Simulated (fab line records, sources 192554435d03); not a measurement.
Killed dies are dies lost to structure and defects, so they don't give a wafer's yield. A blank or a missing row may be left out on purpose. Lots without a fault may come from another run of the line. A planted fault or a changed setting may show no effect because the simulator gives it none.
A struck lot beside a sound one | flow n5_finfet | 20 steps out of a route of 1938
Sound: wafers L209.2, L209.4, L209.6. Struck: wafers L210.3, L210.5, L210.6. The cause comes at the end.
At each step with rows: each side's tool, then ch and its chambers, then its first start. Under that, the readings that differ: sound wafers | struck wafers | difference of the means | sigmas: that difference in standard deviations of wafers without a fault.
alike: readings whose means differ by less than 2 such deviations, and words and numbers that are the same on both sides. not compared: withheld readings, readings that some wafer has no value for, bounds like >300 that may hide the same value, and numbers for which the record gives no deviation and whose values overlap.
The two part at a step that has a row with sigmas, a row that says differs or no value, or rows on one side only. Numbers that don't overlap but have no deviation are shown without sigmas and don't part them. A reading that every wafer of one side lacks parts them only if that side has two wafers or more.

first, 8 steps without rows for these wafers: N5_BEOL_M11_SPUTTER_48 (material Cu, target thk 12 nm, time 2 s); N5_BEOL_M11_ECD_50 (material Cu, target thk 318 nm); N5_BEOL_M11_ANNEAL_51 (time 90 s); N5_BEOL_M11_CMP_52 (polishes, stops on SiCOH lowk, t overpolish 7 s, target thk 140 nm); N5_BEOL_M11_PRE_CLEAN_55 (time 15 s); N5_BEOL_M11_DEP_56 (deposits SiCN from 3MS/NH3, target thk 30 nm, time 10.5 s); N5_BEOL_M12_ILD_DEP_00 (deposits SiOC from DEMS/O2, target thk 658.92 nm, time 130.7 s); N5_BEOL_M12_COAT_58 (time 60 s, resist thk 89 nm).
N5_BEOL_M12_COAT_04: resist thk 400 nm.
  sound on litho_track-05 ch 0, day 11 18:51; struck on litho_track-05 ch 0, day 11 20:35
  reading                                    | sound                | struck               | difference | sigmas
  spin_speed_rpm (rpm)                       | 1622.9 1626.1 1624.8 | 1454.9 1455.2 1455.2 | -169.5     | -99 or more
  model.coat_of_BEOL_M12_COAT_04.thk_nm (nm) | 399 400 400.6        | 421.8 422 422.2      | +22.1      |
  alike: chill_plate_temp_C
then, 8 steps without rows for these wafers: N5_BEOL_M12_EBR_06; N5_BEOL_M12_SOFTBAKE_05 (time 60 s); N5_BEOL_M12_EXPOSE_07 (exposes mask V11); N5_BEOL_M12_PEB_08 (peb time 90 s); N5_BEOL_M12_DEVELOP_09 (develop time 45 s); N5_BEOL_M12_HARDBAKE_14 (time 120 s); N5_BEOL_M12_DESCUM_15 (chemistry O2, time 7.9 s); N5_BEOL_M12_ETCH_59 (etches BARC in N2/H2, target depth 89 nm, overetch 26.7 nm, time 67.9 s).
N5_BEOL_M12_VIA_ETCH_16: etches SiOC in C4F8/O2/Ar, target depth 724.8 nm.
  sound on rie_diel-05 ch 1,2, day 11 19:25; struck on rie_diel-02 ch 2,3, day 11 21:13
  reading                                    | sound           | struck          | difference | sigmas
  model.coat_of_BEOL_M12_COAT_04.thk_nm (nm) | 124 120.6 122.2 | 145.2 146.6 144 | +23.0      |
  alike: C4F8_flow_sccm, drypump_motor_current_A, oes_product_au, rf_vpp_V, showerhead_plenum_p_Torr, throttle_valve_pct
N5_BEOL_M12_STRIP_63: strips in N2/H2.
  sound on plasma_asher-01 ch 0,1, day 11 19:37; struck on plasma_asher-01 ch 0,1, day 11 21:26
  reading                      | sound             | struck            | difference | sigmas
  oes_product_au (a.u.)        | 0.693 0.698 0.686 | 0.705 0.700 0.706 | +0.011     | +2
  strip_time_to_endpoint_s (s) | 42.7 41.8 42.3    | 48.4 48.8 48.1    | +6.2       | +8
  alike: drypump_motor_current_A, heater_power_w
  not compared: rf_hours_counter_h
then, 1 step without rows for these wafers: N5_BEOL_M12_STRIP_64 (strips in N2/H2).

WHERE THEY PART
First at N5_BEOL_M12_COAT_04; last, within this record, at N5_BEOL_M12_STRIP_63.

WHY: what the simulator had put in
Process parameter drift: litho_track-05, from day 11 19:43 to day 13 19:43, at N5_BEOL_M12_COAT_04. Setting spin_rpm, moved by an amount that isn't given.
